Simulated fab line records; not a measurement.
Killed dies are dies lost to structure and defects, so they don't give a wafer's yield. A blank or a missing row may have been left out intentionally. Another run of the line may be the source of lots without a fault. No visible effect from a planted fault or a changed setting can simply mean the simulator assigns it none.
Matching of chambers	flow n5_finfet	4 sister chambers for N5_FIN_SAQP_STRIP_70 on rie_diel-06
The step strips in N2/H2. 4 wafers are shown with their chamber, then 8 later ones without.

## WAFERS PAIRED WITH THEIR CHAMBERS
wafer	chamber	drypump_motor_current_A (A)
L074.5	3	5.3
L080.6	2	5.4
L082.6	1	6.5
L085.1	0	5.7

## WAFERS WITH NO CHAMBER GIVEN
wafer	drypump_motor_current_A (A)
L085.2	5.4
L085.6	6.5
L086.4	5.8
L086.5	5.4
L086.6	6.6
L087.1	5.4
L087.3	6.5
L087.5	5.3

## WHICH CHAMBER EACH WENT THROUGH
wafer	from the rows above	in truth
L085.2	2	2
L085.6	1	1
L086.4	0	0
L086.5	2	2
L086.6	1	1
L087.1	2	2
L087.3	1	1
L087.5	3	3
Correctly placed: 8 of 8. Can't be placed from these rows: 0. 0 placed wrongly.
How it was worked out, from the rows above alone: a wafer's distance from a chamber is the root of the sum, over the readings, of the square of ((its reading less the chamber's mean) divided by the reading's scatter). If the next closest chamber is less than 2 further off than the closest, the wafer can't be placed; otherwise it belongs to the closest. For every chamber, the mean is computed from those of its wafers that are shown. The scatter: root of mean squared gap, hidden wafer to nearest shown wafer, with one shown wafer a chamber.
